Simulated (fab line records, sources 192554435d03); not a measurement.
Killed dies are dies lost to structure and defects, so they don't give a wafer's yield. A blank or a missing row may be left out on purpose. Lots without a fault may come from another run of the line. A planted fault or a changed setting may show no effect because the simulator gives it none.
fab line records | flow n5_finfet
record lots=7 wafers=39
route steps=1938 shown FIN_SAQP@138 GATE_CUT@510 BEOL_M0_SAQP@634 BEOL_M7@1263
start_h: hours from the record's first day to the start of the lot's first wafer shown | wait_h: hours since the lot's step before | " the same as in the row above | L1.1+2: a row that stands for several wafers | - no value, or no start given | * or withheld: withheld | < > ~ a bound
route shown NAME@n: a module of which the file shows steps, and the number in the route of the first | usual: mean/standard deviation of fault-free wafers | same: alike in all rows | chamber/n: place in a boat | sites: the reading at each site | _std_site: their standard deviation | _edge_site: outer sites' mean less inner sites' | radius_mm: how far each site lies from the wafer's centre | mask NAME#n: copy n | behind: the tool/chamber that last shaped the wafer | hold: why the lot was held/for how many hours/how that ended | device: the transistor (n, p or np) that didn't switch | end of line: the same wafers' tests at the end of the route | a step without rows: its recipe alone | killed: dies lost to structure and defects at the first sort, not the wafer's yield | map: a wafer's dies, x killed, . not, _ none there
set.NAME: the setting as run; set.NAME@STEP: as run at that earlier step | model.NAME: the simulator's own value behind a step, which no gauge read
lots whose settings were changed on purpose; a table a step, a row a wafer
## steps
# step N5_FIN_SAQP_SPACER2_ALD_28
# recipe material=SiO2 target_thk_a=81 temp_c=300 ald_precursor_family=BDEAS ald_co_reactant=O2-plasma pulse_time_s=1 purge_time_s=2 co_reactant_purge_time_s=2 pressure_torr=2
# columns lot.wafer tool chamber start_h wait_h set.target_thk_a model.SiO2_of_FIN_SAQP_SPACER2_ALD_28.thk_nm
L075.1+5 ald_sin-02 1,2 30.53 0.1 81 8
L075.2+3+4 " 2,3,0 " " 54.57 5.4
L075.6 " 3 " " 81 8.2
L077.1 ald_sin-03 1 44.07 0.1 81 8.2
L077.2+4 " 2,3 " " 81 8
L077.3+5+6 " 0,2,1 " " 60.1 6
L080.1+4+5 ald_sin-02 0,1,0 60.37 0.1 81 8
L080.2+3+6 " 2,3,3 " " 124.3 12.4
L083.2+6 ald_sin-03 0 78.87 0.1 81 8.2
L083.4 " 3 " " 81 8
L085.1+3 ald_sin-03 1,3 91.12 0.1 81 8
L085.2+4+6 " 0,2,1 " " 107.7 10.8
L085.5 " 0 " " 81 8.2
L087.1+2+3 ald_sin-03 3,1,2 104.52 0.1 81 8.2
L087.4+5 " 0,2 " " 100.9 10.2
L087.6 " 3 " " 100.9 10
L094.1+2+3+4+5 ald_sin-01 3,0,2,2,3 147.94 0.1 81 8.2
L094.6 " 0 " " 81 8
# step N5_FIN_SAQP_SPACER2_ETCHBACK_29
# recipe chemistry=CHF3/O2 mode=anisotropic_etchback target=SiO2 target_depth_a=122 time_s=6.1 pressure_mtorr=30 source_w=650 bias_w=170 Ar_flow_sccm=200 CHF3_flow_sccm=50 O2_flow_sccm=5 ion_energy_ev=200
# step N5_FIN_SAQP_MANDREL2_REMOVE_60
# recipe chemistry=HBr/Cl2/O2 bt_time_s=10 target=a-Si stop_on=SiNx endpoint=OES-SiCl over_etch_frac=1 icp_w=600 bias_w=22 HBr_flow_sccm=150 Cl2_flow_sccm=80 O2_flow_sccm=5 pressure_mtorr=10
# columns lot.wafer tool chamber start_h wait_h set.target_thk_a@FIN_SAQP_SPACER2_ALD_28 model.FIN_SAQP.cd_nm
L075.1+5 rie_si-03 3 30.98 0.1 81 8
L075.2+3 " 1,2 " " 54.57 5.6
L075.4 " 0 " " 54.57 5.4
L075.6 " 2 " " 81 8.2
L077.1 rie_si-03 3 44.49 0.1 81 8
L077.2 " 1 " " 81 8.2
L077.3+6 " 2,3 " " 60.1 6
L077.4 " 0 " " 81 7.8
L077.5 " 0 " " 60.1 5.8
L080.1+4 rie_si-01 3,0 60.78 0.1 81 8.2
L080.2+3+6 " 1,2,2 " " 124.3 12.4
L080.5 " 3 " " 81 8
L083.2+4+6 rie_si-05 0,1,2 79.29 0.1 81 8
L085.1 rie_si-03 1 91.57 0.1 81 8.2
L085.2 " 3 " " 107.7 10.8
L085.3+5 " 2,0 " " 81 8
L085.4+6 " 0,3 " " 107.7 10.6
L087.1 rie_si-05 0 104.93 0.1 81 8
L087.2+3 " 3,2 " " 81 8.2
L087.4+5+6 " 1,1,0 " " 100.9 10.2
L094.1+3+5+6 rie_si-05 3,2,2,3 148.36 0.1 81 8.2
L094.2 " 1 " " 81 8
L094.4 " 0 " " 81 8.4
# step N5_FIN_SAQP_CD_MEAS_31
# recipe target_cd_nm=8 landing_energy_ev=1000 detector=se_inlens polarity=line
# usual cd_nm=8.09/0.2
# columns lot.wafer tool chamber start_h wait_h set.target_thk_a@FIN_SAQP_SPACER2_ALD_28 cd_nm
L075.1 cd_sem-03 0 31.09 0.1 81 8.01
L075.2 " 0 " " 54.57 5.68
L075.3 " 0 " " 54.57 5.33
L075.4 " 0 " " 54.57 5.57
L075.5 " 0 " " 81 8.21
L075.6 " 0 " " 81 8.54
L077.1 cd_sem-02 0 44.60 0.1 81 7.89
L077.2 " 0 " " 81 8.52
L077.3 " 0 " " 60.1 5.52
L077.4 " 0 " " 81 7.89
L077.5 " 0 " " 60.1 5.84
L077.6 " 0 " " 60.1 6.14
L080.1 cd_sem-01 0 60.89 0.1 81 7.98
L080.2 " 0 " " 124.3 12.28
L080.3 " 0 " " 124.3 12.15
L080.4 " 0 " " 81 8.51
L080.5 " 0 " " 81 7.91
L080.6 " 0 " " 124.3 12.74
L083.2 cd_sem-02 0 79.40 0.1 81 8.06
L083.4 " 0 " " 81 7.80
L083.6 " 0 " " 81 8.45
L085.1 cd_sem-01 0 91.69 0.1 81 8.11
L085.2 " 0 " " 107.7 10.75
L085.3 " 0 " " 81 8.07
L085.4 " 0 " " 107.7 10.56
L085.5 " 0 " " 81 7.90
L085.6 " 0 " " 107.7 10.79
L087.1 cd_sem-03 0 105.04 0.1 81 7.84
L087.2 " 0 " " 81 7.88
L087.3 " 0 " " 81 8.29
L087.4 " 0 " " 100.9 9.88
L087.5 " 0 " " 100.9 10.24
L087.6 " 0 " " 100.9 10.21
L094.1 cd_sem-01 0 148.47 0.1 81 8.19
L094.2 " 0 " " 81 8.15
L094.3 " 0 " " 81 8.22
L094.4 " 0 " " 81 8.29
L094.5 " 0 " " 81 8.22
L094.6 " 0 " " 81 8.15
# step N5_FIN_SAQP_HM_OPEN_33
# recipe chemistry=CH3F/O2 target=SiNx mask_material=SiO2 target_depth_a=494 time_s=70.6 pressure_mtorr=30 source_w=395 bias_w=73 Ar_flow_sccm=150 CH3F_flow_sccm=30 O2_flow_sccm=20 ion_energy_ev=120 ends=cleared
# step N5_FIN_SAQP_ETCH_34
# recipe chemistry=C4F6/O2 target=SiO2 target_depth_a=450 time_s=15 ion_energy_ev=250 pressure_mtorr=30 source_w=345 bias_w=185 Ar_flow_sccm=300 C4F6_flow_sccm=10 O2_flow_sccm=10 ends=cleared
# step N5_FIN_SAQP_STRIP_77
# recipe chemistry=N2/H2 time_s=90 power_w=100 temp_c=40 pressure_mtorr=100 rf_frequency_hz=6e+07 bias_power_w=3 n2_flow_sccm=300 h2_flow_sccm=300
# step N5_FIN_SAQP_HM_CD_35
# recipe target_cd_nm=8 polarity=line
# usual cd_nm=8.08/0.21
# columns lot.wafer tool chamber start_h wait_h set.target_thk_a@FIN_SAQP_SPACER2_ALD_28 cd_nm
L075.1 cd_sem-02 - 31.44 0.1 81 7.41
L075.2 " - " " 54.57 5.75
L075.3 " - " " 54.57 5.49
L075.4 " - " " 54.57 5.56
L075.5 " - " " 81 8.03
L075.6 " - " " 81 8.36
L077.1 cd_sem-02 - 44.87 0.1 81 8.05
L077.2 " - " " 81 8.02
L077.3 " - " " 60.1 6.04
L077.4 " - " " 81 7.91
L077.5 " - " " 60.1 5.90
L077.6 " - " " 60.1 6.06
L080.1 cd_sem-02 - 61.24 0.1 81 8.32
L080.2 " - " " 124.3 12.62
L080.3 " - " " 124.3 12.57
L080.4 " - " " 81 8.37
L080.5 " - " " 81 8.00
L080.6 " - " " 124.3 12.03
L083.2 cd_sem-01 - 79.67 0.1 81 8.10
L083.4 " - " " 81 8.09
L083.6 " - " " 81 7.89
L085.1 cd_sem-02 - 91.96 0.1 81 8.17
L085.2 " - " " 107.7 10.79
L085.3 " - " " 81 8.01
L085.4 " - " " 107.7 10.88
L085.5 " - " " 81 8.28
L085.6 " - " " 107.7 10.64
L087.1 cd_sem-03 - 105.31 0.1 81 8.06
L087.2 " - " " 81 8.43
L087.3 " - " " 81 7.78
L087.4 " - " " 100.9 9.91
L087.5 " - " " 100.9 10.18
L087.6 " - " " 100.9 10.04
L094.1 cd_sem-02 - 148.77 0.1 81 8.20
L094.2 " - " " 81 8.16
L094.3 " - " " 81 8.29
L094.4 " - " " 81 7.93
L094.5 " - " " 81 8.25
L094.6 " - " " 81 8.30
# step N5_FIN_SAQP_ETCH_64
# recipe chemistry=CF4 target=SiO2 target_depth_a=15 ion_energy_ev=350 pressure_mtorr=10 icp_w=800 bias_w=400 cf4_flow_sccm=80
# columns lot.wafer tool chamber start_h wait_h set.target_thk_a@FIN_SAQP_SPACER2_ALD_28 model.FIN_SAQP.cd_nm
L075.1 rie_si-01 1 31.49 0.0 81 7.8
L075.2+3 " 2,3 " " 54.57 5.6
L075.4 " 0 " " 54.57 5.4
L075.5 " 2 " " 81 8.2
L075.6 " 3 " " 81 8.4
L077.1 rie_si-01 3 44.92 0.0 81 8
L077.2 " 1 " " 81 8.2
L077.3+5 " 2,1 " " 60.1 5.8
L077.4 " 0 " " 81 7.8
L077.6 " 0 " " 60.1 6
L080.1+4+5 rie_si-03 2,0,0 61.29 0.0 81 8.2
L080.2+3 " 1,3 " " 124.3 12.4
L080.6 " 3 " " 124.3 12.2
L083.2+4+6 rie_si-03 2,0,0 79.72 0.0 81 8
L085.1 rie_si-01 0 92.01 0.0 81 8.2
L085.2 " 3 " " 107.7 10.8
L085.3+5 " 1,2 " " 81 8
L085.4+6 " 2,1 " " 107.7 10.6
L087.1+3 rie_si-03 1,0 105.36 0.0 81 8
L087.2 " 2 " " 81 8.2
L087.4+5+6 " 3,3,0 " " 100.9 10
L094.1+2 rie_si-03 2,1 148.82 0.0 81 8.2
L094.3+4+5+6 " 0,0,1,2 " " 81 8.4
# step N5_FIN_SAQP_FIN_ETCH_36
# recipe chemistry=HBr/Cl2/O2 target_depth_a=1200 mask_material=SiNx time_s=50.4 bias_w=102 pressure_mtorr=10 icp_w=800 HBr_flow_sccm=150 Cl2_flow_sccm=80 O2_flow_sccm=12
# columns lot.wafer tool chamber start_h wait_h set.target_thk_a@FIN_SAQP_SPACER2_ALD_28 model.FIN_SAQP.cd_nm
L075.1 rie_si-01 1 31.51 0.0 81 8
L075.2 " 2 " " 54.57 5.8
L075.3 " 3 " " 54.57 5.6
L075.4 " 0 " " 54.57 5.4
L075.5 " 2 " " 81 8.2
L075.6 " 3 " " 81 8.4
L077.1 rie_si-01 3 44.94 0.0 81 8
L077.2 " 1 " " 81 8.2
L077.3+5 " 2,1 " " 60.1 5.8
L077.4 " 0 " " 81 7.8
L077.6 " 0 " " 60.1 6
L080.1+5 rie_si-03 2,0 61.31 0.0 81 8.2
L080.2+3 " 1,3 " " 124.3 12.4
L080.4 " 0 " " 81 8.4
L080.6 " 3 " " 124.3 12.2
L083.2+4+6 rie_si-03 2,0,0 79.74 0.0 81 8
L085.1+5 rie_si-01 0,2 92.03 0.0 81 8.2
L085.2+6 " 3,1 " " 107.7 10.8
L085.3 " 1 " " 81 8
L085.4 " 2 " " 107.7 10.6
L087.1+3 rie_si-03 1,0 105.38 0.0 81 8
L087.2 " 2 " " 81 8.2
L087.4+5+6 " 3,3,0 " " 100.9 10
L094.1+2+6 rie_si-03 2,1,2 148.84 0.0 81 8.2
L094.3+4+5 " 0,0,1 " " 81 8.4
# step N5_FIN_SAQP_CD_MEAS_37
# recipe target_cd_nm=8 polarity=line
# usual cd_nm=8.10/0.23
# columns lot.wafer tool chamber start_h wait_h set.target_thk_a@FIN_SAQP_SPACER2_ALD_28 cd_nm
L075.1 cd_sem-02 - 31.63 0.1 81 8.07
L075.2 " - " " 54.57 5.62
L075.3 " - " " 54.57 5.49
L075.4 " - " " 54.57 5.34
L075.5 " - " " 81 7.99
L075.6 " - " " 81 8.28
L077.1 cd_sem-03 - 45.06 0.1 81 8.16
L077.2 " - " " 81 8.09
L077.3 " - " " 60.1 5.99
L077.4 " - " " 81 7.89
L077.5 " - " " 60.1 6.08
L077.6 " - " " 60.1 5.66
L080.1 cd_sem-02 - 61.43 0.1 81 8.22
L080.2 " - " " 124.3 12.47
L080.3 " - " " 124.3 12.31
L080.4 " - " " 81 8.08
L080.5 " - " " 81 8.11
L080.6 " - " " 124.3 12.05
L083.2 cd_sem-02 - 79.86 0.1 81 8.04
L083.4 " - " " 81 8.06
L083.6 " - " " 81 8.06
L085.1 cd_sem-01 - 92.15 0.1 81 8.36
L085.2 " - " " 107.7 10.81
L085.3 " - " " 81 8.15
L085.4 " - " " 107.7 10.97
L085.5 " - " " 81 8.20
L085.6 " - " " 107.7 10.53
L087.1 cd_sem-01 - 105.50 0.1 81 7.74
L087.2 " - " " 81 8.03
L087.3 " - " " 81 8.17
L087.4 " - " " 100.9 9.92
L087.5 " - " " 100.9 9.83
L087.6 " - " " 100.9 10.03
L094.1 cd_sem-01 - 148.96 0.1 81 8.44
L094.2 " - " " 81 8.16
L094.3 " - " " 81 8.23
L094.4 " - " " 81 8.35
L094.5 " - " " 81 8.72
L094.6 " - " " 81 8.41
# step N5_GATE_CUT_ALD_22
# recipe material=SiNx target_thk_a=160 temp_c=400 ald_precursor_family=SiH2I2 ald_co_reactant=N2/H2-plasma pulse_time_s=1 ald_cycles=320 purge_time_s=2 co_reactant_purge_time_s=2 pressure_torr=2
# columns lot.wafer tool chamber start_h wait_h set.ald_cycles model.SiNx_of_GATE_CUT_ALD_22.thk_nm
L075.1+3 ald_sin-03 2,0 99.93 0.5 320 16
L075.2+4+5 " 1,3,0 " " 153 7.6
L075.6 " 3 " " 320 15.8
L077.1+2+3+4+5 ald_sin-04 0,3,2,1,3 112.22 0.0 320 16
L077.6 " 0 " " 320 15.8
L080.1 ald_sin-04 1 123.14 0.0 468 23.4
L080.2+3+5 " 3,2,3 " " 320 15.8
L080.4+6 " 0,2 " " 468 23.2
L083.2+4+6 ald_sin-01 2,0,2 139.77 0.0 320 16
L085.1+4+5 ald_sin-03 1,3,1 152.61 0.0 185 9.2
L085.2+3+6 " 0,2,0 " " 320 16
L087.1+3+4+5+6 ald_sin-03 2,1,0,2,3 163.09 0.0 320 16
L087.2 " 3 " " 320 15.8
L094.1+2+6 ald_sin-01 0,3,0 206.52 0.0 417 20.8
L094.3+4+5 " 1,2,1 " " 320 16
# step N5_GATE_CUT_CMP_23
# recipe stop_on=SiO2 t_overpolish_s=23.4 post_cmp_clean=alkaline_brush down_force_psi=2.5 platen_rpm=51.8 pad_velocity_m_s=1.0307 target_thk_nm=16
# columns lot.wafer tool chamber start_h wait_h set.ald_cycles@GATE_CUT_ALD_22 model.SiNx_of_GATE_CUT_ALD_22.thk_nm
L075.1+3 cmp-01 2,1 101.42 0.8 320 16
L075.4+2+5 " 3,0,3 " " 153 7.6
L075.6 " 2 " " 320 15.8
L077.2+3+4+1+5 cmp-01 3,0,1,2,0 113.71 0.8 320 16
L077.6 " 3 " " 320 15.8
L080.3+2+5 cmp-03 0,2,0 124.63 0.8 320 15.8
L080.4 " 1 " " 468 14.6
L080.1 " 3 " " 468 16
L080.6 " 1 " " 468 13.8
L083.4+2+6 cmp-04 0,1,3 141.30 0.1 320 16
L085.1+4+5 cmp-01 0,2,0 154.10 0.8 185 9.2
L085.2+3+6 " 1,3,1 " " 320 16
L087.2 cmp-04 0 164.58 0.8 320 15.8
L087.4+1+3+5+6 " 1,2,3,0,1 " " 320 16
L094.1 cmp-03 0 208.01 0.8 417 16.2
L094.3+4+5 " 1,3,1 " " 320 16
L094.2 " 2 " " 417 15.6
L094.6 " 0 " " 417 16
# step N5_BEOL_M0_SAQP_HM_DEP_02
# recipe material=TiN target_thk_a=120 temp_c=25 chamber_pressure_pa=0.49996
# columns lot.wafer tool chamber start_h wait_h set.target_thk_a model.TiN_of_BEOL_M0_SAQP_HM_DEP_02.thk_nm
L075.1+2+5 pvd_sputter-01 - 125.34 2.8 120 12
L075.3 " - " " 82.03 8.4
L075.4+6 " - " " 82.03 8.2
L077.1+2 pvd_sputter-02 - 132.48 0.0 120 11.8
L077.3+4 " - " " 161.9 16
L077.5 " - " " 161.9 15.8
L077.6 " - " " 120 11.6
L080.1+2+6 pvd_sputter-01 - 142.72 0.2 120 12
L080.3+5 " - " " 120 11.8
L080.4 " - " " 120 12.2
L083.2+4 pvd_sputter-01 - 159.09 0.3 120 12.4
L083.6 " - " " 120 12.2
L085.1+6 pvd_sputter-03 - 173.40 0.3 120 12.2
L085.2 " - " " 120 12
L085.3+5 " - " " 152.7 15.4
L085.4 " - " " 152.7 15.2
L087.1 pvd_sputter-03 - 182.79 0.0 120 11.4
L087.2 " - " " 92.88 9
L087.3+5 " - " " 120 11.8
L087.4 " - " " 92.88 9.2
L087.6 " - " " 92.88 8.8
L094.1 pvd_sputter-02 - 225.93 0.4 172.5 17.4
L094.2+4 " - " " 120 12.2
L094.3 " - " " 120 12.4
L094.5+6 " - " " 172.5 17.6
# step N5_BEOL_M7_ILD_DEP_00
# recipe material=SiCOH_lowk target_thk_a=1797.5 temp_c=300 precursor=DEMS/porogen pressure_torr=5 rf_w=500 time_s=33.4
# columns lot.wafer tool chamber start_h wait_h set.target_thk_a model.SiCOH_lowk_of_BEOL_M7_ILD_DEP_00.thk_nm
L075.1 pecvd-04 1 215.17 0.0 1797.5 181.8
L075.2 " 2 " " 1089 113.6
L075.3 " 0 " " 1797.5 180.2
L075.4 " 1 " " 1089 111.4
L075.5 " 0 " " 1797.5 183.8
L075.6 " 2 " " 1089 111.8
L077.1 pecvd-01 2 266.65 0.0 1797.5 178.4
L077.2 " 1 " " 971.9 93.6
L077.3 " 0 " " 971.9 95.4
L077.4 " 2 " " 971.9 98.8
L077.5 " 1 " " 1797.5 178.2
L077.6 " 0 " " 1797.5 180.8
L080.1 pecvd-04 2 285.23 0.1 1797.5 179.2
L080.2 " 0 " " 1797.5 178.4
L080.3 " 1 " " 1797.5 178.8
L080.4 " 0 " " 1797.5 180
L080.5 " 1 " " 1797.5 182.4
L080.6 " 2 " " 1797.5 182.6
L083.2 pecvd-02 0 306.19 0.0 1797.5 176.4
L083.4 " 0 " " 1797.5 179.4
L083.6 " 1 " " 1797.5 180.4
L085.1 pecvd-04 2 321.35 0.0 2386 237.4
L085.2 " 1 " " 1797.5 178.2
L085.3 " 0 " " 1797.5 174.6
L085.4 " 1 " " 1797.5 183.6
L085.5 " 0 " " 2386 239.4
L085.6 " 2 " " 2386 240.6
L087.1 pecvd-01 0 322.38 0.0 1797.5 178.6
L087.2 " 1 " " 725.3 68.8
L087.3 " 2 " " 1797.5 179.4
L087.4 " 2 " " 725.3 71.4
L087.5 " 1 " " 725.3 70
L087.6 " 0 " " 1797.5 180.8
L094.1 pecvd-01 2 361.86 0.0 866.9 85.4
L094.2 " 0 " " 866.9 86.2
L094.3 " 1 " " 1797.5 177.2
L094.4 " 1 " " 1797.5 179.6
L094.5 " 0 " " 866.9 86.6
L094.6 " 2 " " 1797.5 181.8
# step N5_BEOL_M7_CURE_74
# recipe temp_c=385 time_s=240 ambient=He/Ar material=SiCOH_lowk
# columns lot.wafer tool chamber start_h wait_h set.target_thk_a@BEOL_M7_ILD_DEP_00 model.SiCOH_lowk_of_BEOL_M7_ILD_DEP_00.thk_nm
L075.1 uv_cure-02 2 215.24 0.0 1797.5 156.8
L075.2 " 2 " " 1089 97.6
L075.3 " 2 " " 1797.5 155.4
L075.4 " 2 " " 1089 95.8
L075.5 " 2 " " 1797.5 158.6
L075.6 " 2 " " 1089 96
L077.1 uv_cure-01 2 266.71 0.0 1797.5 153.8
L077.2 " 2 " " 971.9 80.4
L077.3 " 2 " " 971.9 81.8
L077.4 " 2 " " 971.9 84.8
L077.5 " 2 " " 1797.5 153.6
L077.6 " 2 " " 1797.5 156
L080.1 uv_cure-01 2 285.30 0.0 1797.5 154.6
L080.2 " 2 " " 1797.5 153.8
L080.3 " 2 " " 1797.5 154.2
L080.4 " 2 " " 1797.5 155.2
L080.5 " 2 " " 1797.5 157.2
L080.6 " 2 " " 1797.5 157.6
L083.2 uv_cure-03 0 306.58 0.4 1797.5 152.2
L083.4 " 0 " " 1797.5 154.6
L083.6 " 0 " " 1797.5 155.6
L085.1 uv_cure-01 0 321.42 0.0 2386 205.4
L085.2 " 0 " " 1797.5 153.8
L085.3 " 0 " " 1797.5 150.4
L085.4 " 0 " " 1797.5 158.2
L085.5 " 0 " " 2386 207.2
L085.6 " 0 " " 2386 208.2
L087.1 uv_cure-03 2 322.44 0.0 1797.5 154
L087.2 " 2 " " 725.3 59
L087.3 " 2 " " 1797.5 154.8
L087.4 " 2 " " 725.3 61.2
L087.5 " 2 " " 725.3 60
L087.6 " 2 " " 1797.5 155.8
L094.1 uv_cure-01 1 361.92 0.0 866.9 73.2
L094.2 " 1 " " 866.9 73.8
L094.3 " 1 " " 1797.5 152.8
L094.4 " 1 " " 1797.5 155
L094.5 " 1 " " 866.9 74.2
L094.6 " 1 " " 1797.5 156.8
# step N5_BEOL_M7_THK_MEAS_01
# recipe reads=SiCOH_lowk_of_BEOL_M7_ILD_DEP_00
# usual M7_ILD_THK=154.4/2.1
# columns lot.wafer tool chamber start_h wait_h set.target_thk_a@BEOL_M7_ILD_DEP_00 M7_ILD_THK[nm]
L075.1 film_metro-01 - 215.75 0.4 1797.5 156.8
L075.2 " - " " 1089 97.5
L075.3 " - " " 1797.5 155.3
L075.4 " - " " 1089 95.7
L075.5 " - " " 1797.5 158.6
L075.6 " - " " 1089 96.1
L077.1 film_metro-02 - 267.22 0.4 1797.5 153.7
L077.2 " - " " 971.9 80.4
L077.3 " - " " 971.9 81.9
L077.4 " - " " 971.9 84.9
L077.5 " - " " 1797.5 153.6
L077.6 " - " " 1797.5 156.0
L080.1 film_metro-01 - 285.81 0.4 1797.5 154.6
L080.2 " - " " 1797.5 153.9
L080.3 " - " " 1797.5 154.1
L080.4 " - " " 1797.5 155.2
L080.5 " - " " 1797.5 157.3
L080.6 " - " " 1797.5 157.6
L083.2 film_metro-02 - 307.02 0.4 1797.5 152.0
L083.4 " - " " 1797.5 154.8
L083.6 " - " " 1797.5 155.6
L085.1 film_metro-02 - 321.93 0.4 2386 205.4
L085.2 " - " " 1797.5 153.7
L085.3 " - " " 1797.5 150.5
L085.4 " - " " 1797.5 158.3
L085.5 " - " " 2386 207.0
L085.6 " - " " 2386 208.1
L087.1 film_metro-01 - 322.96 0.4 1797.5 154.0
L087.2 " - " " 725.3 58.9
L087.3 " - " " 1797.5 154.8
L087.4 " - " " 725.3 61.2
L087.5 " - " " 725.3 60.0
L087.6 " - " " 1797.5 155.9
L094.1 film_metro-02 - 362.44 0.4 866.9 73.2
L094.2 " - " " 866.9 73.8
L094.3 " - " " 1797.5 152.7
L094.4 " - " " 1797.5 154.9
L094.5 " - " " 866.9 74.2
L094.6 " - " " 1797.5 156.7
## key
split step=N5_FIN_SAQP_SPACER2_ALD_28 setting=target_thk_a stated=81 by=wafer
response step=N5_FIN_SAQP_SPACER2_ALD_28 reading=model.SiO2_of_FIN_SAQP_SPACER2_ALD_28.thk_nm change=+0.0817 per=1% r=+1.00
response step=N5_FIN_SAQP_MANDREL2_REMOVE_60 reading=model.FIN_SAQP.cd_nm change=+0.0797 per=1% r=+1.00
response step=N5_FIN_SAQP_CD_MEAS_31 reading=cd_nm change=+0.082 per=1% r=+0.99
response step=N5_FIN_SAQP_HM_CD_35 reading=cd_nm change=+0.0773 per=1% r=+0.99
response step=N5_FIN_SAQP_ETCH_64 reading=model.FIN_SAQP.cd_nm change=+0.0787 per=1% r=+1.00
response step=N5_FIN_SAQP_FIN_ETCH_36 reading=model.FIN_SAQP.cd_nm change=+0.0781 per=1% r=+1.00
response step=N5_FIN_SAQP_CD_MEAS_37 reading=cd_nm change=+0.0786 per=1% r=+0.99
split step=N5_GATE_CUT_ALD_22 setting=ald_cycles stated=320 by=wafer
response step=N5_GATE_CUT_ALD_22 reading=model.SiNx_of_GATE_CUT_ALD_22.thk_nm change=+0.16 per=1% r=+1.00
response step=N5_GATE_CUT_CMP_23 reading=model.SiNx_of_GATE_CUT_ALD_22.thk_nm shape=bent at_lowest=7.6 at_stated=15.96 at_highest=14.8
split step=N5_BEOL_M0_SAQP_HM_DEP_02 setting=target_thk_a stated=120 by=wafer
response step=N5_BEOL_M0_SAQP_HM_DEP_02 reading=model.TiN_of_BEOL_M0_SAQP_HM_DEP_02.thk_nm change=+0.119 per=1% r=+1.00
split step=N5_BEOL_M7_ILD_DEP_00 setting=target_thk_a stated=1797.5 by=wafer
response step=N5_BEOL_M7_ILD_DEP_00 reading=model.SiCOH_lowk_of_BEOL_M7_ILD_DEP_00.thk_nm change=+1.81 per=1% r=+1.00
response step=N5_BEOL_M7_CURE_74 reading=model.SiCOH_lowk_of_BEOL_M7_ILD_DEP_00.thk_nm change=+1.57 per=1% r=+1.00
response step=N5_BEOL_M7_THK_MEAS_01 reading=M7_ILD_THK change=+1.57 per=1% r=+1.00
